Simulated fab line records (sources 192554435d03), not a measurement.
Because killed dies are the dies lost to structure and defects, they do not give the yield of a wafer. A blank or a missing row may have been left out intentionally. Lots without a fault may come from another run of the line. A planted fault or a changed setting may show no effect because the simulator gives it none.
One fault seen from 2 desks + flow n5-finfet + every desk sees just its own numbers, and what lay behind them comes last

## TOOL OWNER'S DESK, litho-track-03
The tool's own readings at N5_BEOL_M4_COAT_68 (time 60 s, resist thk 12 nm): means of the sampled wafers that have a number, for each lot that ran on this tool. If a lot's mean is further than 4 standard deviations from the usual mean, the lot is out of limits and carries the mark OUT (the distance appears in the brackets).
Columns: A = spin-speed-rpm at N5_BEOL_M4_COAT_68, usual 1499.7 rpm
| lot  | first seen here | A                |
|------|-----------------|------------------|
| L482 | day 9 17:20     | 1500.0           |
| L484 | day 10 06:26    | 1499.3           |
| L489 | day 11 04:49    | 1499.6           |
| L490 | day 11 07:37    | 1421.4 (-78) OUT |
| L492 | day 11 13:29    | 1420.9 (-79) OUT |
| L493 | day 11 19:56    | 1421.1 (-79) OUT |
This desk's verdict: out of limits on L490, L492, L493, starting with L490 at day 11 07:37 (spin-speed-rpm at N5_BEOL_M4_COAT_68). In limits: L482, L484, L489.

## METROLOGY DESK
What the gauges read, lot by lot, whatever tool the lot ran on: means of the sampled wafers that have a number. If a lot's mean is further than 4 standard deviations from the usual mean, the lot is out of limits and carries the mark OUT (the distance appears in the brackets). 7 of its 11 readings are shown, namely those furthest out on some lot.
Columns: A = M4_OVL at N5_BEOL_M4_OVL_MEAS_12, usual 0.0 nm; B = DIBL_P at N5_BEOL_M4_RC_MEAS_101, usual 38 mV/V; C = IOFF_N at N5_BEOL_M4_RC_MEAS_101, usual 0.19 nA/um; D = IOFF_P at N5_BEOL_M4_RC_MEAS_101, usual 0.24 nA/um; E = ION_N at N5_BEOL_M4_RC_MEAS_101, usual 679 uA/um; F = ION_P at N5_BEOL_M4_RC_MEAS_101, usual 465 uA/um; G = SS_P at N5_BEOL_M4_RC_MEAS_101, usual 73.7 mV/dec
| lot  | first seen here | A    | B  | C    | D    | E   | F   | G    |
|------|-----------------|------|----|------|------|-----|-----|------|
| L479 | day 8 11:33     | 0.5  | 36 | 0.15 | 0.20 | 664 | 458 | 72.7 |
| L482 | day 9 16:46     | 0.2  | 39 | 0.20 | 0.25 | 681 | 465 | 74.2 |
| L485 | day 9 21:53     | -0.2 | 38 | 0.20 | 0.27 | 684 | 468 | 73.9 |
| L484 | day 10 05:29    | 0.5  | 37 | 0.14 | 0.20 | 660 | 457 | 73.5 |
| L489 | day 11 03:59    | 0.8  | 35 | 0.18 | 0.26 | 693 | 479 | 73.0 |
| L490 | day 11 06:40    | -0.1 | 37 | 0.15 | 0.23 | 666 | 464 | 73.6 |
| L491 | day 11 09:01    | 1.0  | 43 | 0.26 | 0.32 | 693 | 469 | 74.8 |
| L492 | day 11 12:53    | -0.3 | 38 | 0.16 | 0.21 | 679 | 465 | 73.8 |
| L493 | day 11 19:23    | 0.1  | 37 | 0.18 | 0.21 | 673 | 458 | 73.5 |
This desk's finding: nothing out of limits on any of the 9 lots.

## PUT TOGETHER
At day 11 07:37, on L490, L492, L493, the tool owner's desk was in a position to raise an alarm.
From the metrology desk's view, nothing was out of limits.
The metrology desk holds a record of L490, L492, L493, inside its limits.
N5_BEOL_M4_COAT_68 was run on litho-track-03 by each of the lots named.

## WHAT THE SIMULATOR HAD PUT IN
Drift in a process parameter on litho-track-03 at N5_BEOL_M4_COAT_68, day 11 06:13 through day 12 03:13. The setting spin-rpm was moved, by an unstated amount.
Shown lots that were struck: L490, L492, L493.
Hours from the fault's start to each desk's first reading out of limits: the tool owner's desk, 1.
